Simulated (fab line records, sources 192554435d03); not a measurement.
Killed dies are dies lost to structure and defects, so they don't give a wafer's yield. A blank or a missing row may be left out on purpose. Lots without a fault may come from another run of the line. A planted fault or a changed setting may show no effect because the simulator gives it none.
fab line records | flow n5_finfet
record lots=7 wafers=39
route steps=1938 shown PMOS_HMC_CHANNEL_EPI@68 FIN_SAQP@99 SD_EPI_N@273 HKMG_FIN@386 MOL_CONTACT_COAG@559 BEOL_M1@816 BEOL_M2@883 BEOL_M4@1111
start_h: hours from the record's first day to the start of the lot's first wafer shown | wait_h: hours since the lot's step before | " the same as in the row above | L1.1+2: a row that stands for several wafers | - no value, or no start given | * or withheld: withheld | < > ~ a bound
route shown NAME@n: a module of which the file shows steps, and the number in the route of the first | usual: mean/standard deviation of fault-free wafers | same: alike in all rows | chamber/n: place in a boat | sites: the reading at each site | _std_site: their standard deviation | _edge_site: outer sites' mean less inner sites' | radius_mm: how far each site lies from the wafer's centre | mask NAME#n: copy n | behind: the tool/chamber that last shaped the wafer | hold: why the lot was held/for how many hours/how that ended | device: the transistor (n, p or np) that didn't switch | end of line: the same wafers' tests at the end of the route | a step without rows: its recipe alone | killed: dies lost to structure and defects at the first sort, not the wafer's yield | map: a wafer's dies, x killed, . not, _ none there
set.NAME: the setting as run; set.NAME@STEP: as run at that earlier step | model.NAME: the simulator's own value behind a step, which no gauge read
lots whose settings were changed on purpose; a table a step, a row a wafer
## steps
# step N5_PMOS_HMC_CHANNEL_EPI_DESCUM_14
# recipe chemistry=O2 time_s=7.9 source_power_w=50 bias_power_w=20 pressure_mtorr=20 rf_frequency_hz=2.712e+07 temp_c=40 resist=CAR-ArF-block o2_flow_sccm=225
# step N5_FIN_SAQP_PECVD_48
# recipe material=SiNx target_thk_a=250 temp_c=400 precursor=SiH4/NH3/N2 pressure_torr=1.5 rf_w=300 time_s=22.1
# step N5_SD_EPI_N_DESCUM_14
# step N5_HKMG_FIN_HK_ALD_01
# recipe material=HfO2 target_thk_a=16 temp_c=withheld ald_precursor_family=HfCl4 ald_co_reactant=H2O pulse_time_s=3 purge_time_s=3 co_reactant_purge_time_s=2.5 co_reactant_pulse_time_s=0.3 ald_cycles=30
# step N5_MOL_CONTACT_COAG_ALD_27
# recipe material=SiOC target_thk_a=170 temp_c=400 ald_precursor_family=carbosiloxane ald_co_reactant=H2-plasma pulse_time_s=1.5 time_s=2720 purge_time_s=2 co_reactant_purge_time_s=2 ald_cycles=340 pressure_torr=2
# step N5_BEOL_M1_SPUTTER_79
# recipe material=Cu target_thk_a=45 temp_c=-20 chamber_pressure_pa=0.07 power_w=withheld time_s=8.29
# step N5_BEOL_M2_ETCHBACK_99
# recipe chemistry=CHF3 target=SiO2 target_depth_a=50 time_s=10.4 source_w=215 bias_w=47 Ar_flow_sccm=200 CHF3_flow_sccm=12 ion_energy_ev=100 pressure_mtorr=30
# step N5_BEOL_M4_RC_MEAS_101
# usual EOT_N=10.51/0.089 EOT_P=10.47/0.097 ION_N=678/8.7 ION_P=464/6.4
# columns lot.wafer tool chamber start_h wait_h set.time_s@PMOS_HMC_CHANNEL_EPI_DESCUM_14 set.time_s@FIN_SAQP_PECVD_48 set.time_s@SD_EPI_N_DESCUM_14 set.ald_cycles@HKMG_FIN_HK_ALD_01 set.ald_cycles@MOL_CONTACT_COAG_ALD_27 set.target_thk_a@BEOL_M1_SPUTTER_79 set.time_s@BEOL_M2_ETCHBACK_99 EOT_N EOT_P ION_N[uA/um] ION_P[uA/um]
L078.2 prober-02 0 203.08 0.2 7.9 22.1 7.9 30 340 45 10.4 10.49 10.38 688 472
L078.3 " 0 " " 7.9 22.1 7.9 30 340 45 10.4 10.64 10.65 693 478
L078.5 " 0 " " 7.9 22.1 7.9 30 340 45 10.4 10.41 10.45 685 467
L081.1 prober-01 0 233.01 0.0 7.9 22.1 4.268 30 340 45 10.4 10.55 10.75 669 459
L081.2 " 0 " " 7.9 17.71 4.268 30 508 45 8.018 10.54 10.54 676 460
L081.3 " 0 " " 11.7 22.1 4.268 30 508 36.81 8.018 10.50 10.48 678 457
L081.4 " 0 " " 11.7 22.1 7.9 30 508 36.81 10.4 10.40 10.44 675 453
L081.5 " 0 " " 11.7 17.71 7.9 30 340 45 8.018 10.37 10.45 678 460
L081.6 " 0 " " 7.9 17.71 7.9 30 340 36.81 10.4 10.49 10.44 675 452
L085.1 prober-01 0 254.70 0.0 7.9 22.1 7.9 30 440 45 10.4 10.56 10.43 679 470
L085.2 " 0 " " 7.9 22.1 7.9 16 340 59.39 10.4 9.09 9.07 697 481
L085.3 " 0 " " 7.9 22.1 7.9 16 440 45 10.4 9.02 8.97 700 482
L085.4 " 0 " " 7.9 30.84 7.9 30 340 45 10.4 10.68 10.56 681 472
L085.5 " 0 " " 7.9 30.84 7.9 16 340 59.39 10.4 9.05 8.99 710 483
L085.6 " 0 " " 7.9 30.84 7.9 30 440 59.39 10.4 10.53 10.43 666 465
L089.1 prober-02 0 296.68 0.0 7.9 22.1 7.9 30 527 45 14.15 10.55 10.38 679 465
L089.2 " 0 " " 5.182 9.656 3.676 30 527 45 14.15 10.43 10.37 675 464
L089.3 " 0 " " 7.9 9.656 3.676 22 527 45 10.4 9.68 9.50 693 476
L089.4 " 0 " " 5.182 22.1 3.676 22 340 45 10.4 9.66 9.54 687 476
L089.5 " 0 " " 5.182 22.1 7.9 30 340 45 10.4 10.49 10.40 669 459
L089.6 " 0 " " 7.9 9.656 7.9 22 340 45 14.15 9.59 9.49 685 471
L088.1 prober-01 0 308.51 0.0 12.21 22.1 7.9 40 340 23.16 10.4 11.49 11.54 645 445
L088.2 " 0 " " 7.9 22.1 10.86 40 340 45 10.4 11.50 11.54 659 451
L088.3 " 0 " " 7.9 27.52 7.9 30 340 45 10.4 10.65 10.54 675 461
L088.4 " 0 " " 7.9 27.52 10.86 30 340 23.16 10.4 10.44 10.42 670 459
L088.5 " 0 " " 12.21 22.1 7.9 30 340 23.16 10.4 10.51 10.52 670 457
L088.6 " 0 " " 12.21 27.52 10.86 40 340 45 10.4 11.56 11.44 661 450
L095.1 prober-01 0 351.14 0.0 7.9 29.12 7.9 42 340 52.59 12.27 11.64 11.53 655 455
L095.2 " 0 " " 4.512 22.1 7.9 42 223 52.59 12.27 11.76 11.82 657 446
L095.3 " 0 " " 4.512 29.12 7.9 30 340 52.59 10.4 10.39 10.45 683 471
L095.4 " 0 " " 4.512 22.1 7.9 30 223 45 10.4 10.49 10.51 674 463
L095.5 " 0 " " 7.9 29.12 7.9 42 223 45 10.4 11.67 11.78 656 453
L095.6 " 0 " " 7.9 22.1 7.9 30 340 45 12.27 10.44 10.31 678 466
L096.1 prober-01 0 358.31 0.0 6.175 22.1 4.392 38 340 45 10.4 11.18 11.30 684 462
L096.2 " 0 " " 6.175 8.876 7.9 38 340 45 10.4 11.37 11.24 691 470
L096.3 " 0 " " 7.9 22.1 7.9 30 340 45 10.4 10.30 10.34 689 468
L096.4 " 0 " " 7.9 22.1 4.392 38 340 45 10.4 11.23 11.24 679 456
L096.5 " 0 " " 6.175 8.876 7.9 30 340 45 10.4 10.42 10.44 696 470
L096.6 " 0 " " 7.9 8.876 4.392 30 340 45 10.4 10.43 10.35 690 468
## key
split step=N5_PMOS_HMC_CHANNEL_EPI_DESCUM_14 setting=time_s stated_as=7.9
response none clear
split step=N5_FIN_SAQP_PECVD_48 setting=time_s stated_as=22.1
response none clear
split step=N5_SD_EPI_N_DESCUM_14 setting=time_s stated_as=7.9
response none clear
split step=N5_HKMG_FIN_HK_ALD_01 setting=ald_cycles stated_as=30
response step=N5_BEOL_M4_RC_MEAS_101 reading=EOT_P slope=+0.0321 per=1% together_with=all explained=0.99
response step=N5_BEOL_M4_RC_MEAS_101 reading=EOT_N slope=+0.0321 per=1% together_with=all explained=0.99
response step=N5_BEOL_M4_RC_MEAS_101 reading=ION_N slope=-0.519 per=1% together_with=all explained=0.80
response step=N5_BEOL_M4_RC_MEAS_101 reading=ION_P slope=-0.313 per=1% together_with=all explained=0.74
split step=N5_MOL_CONTACT_COAG_ALD_27 setting=ald_cycles stated_as=340
response none clear
split step=N5_BEOL_M1_SPUTTER_79 setting=target_thk_a stated_as=45
response none clear
split step=N5_BEOL_M2_ETCHBACK_99 setting=time_s stated_as=10.4
response none clear
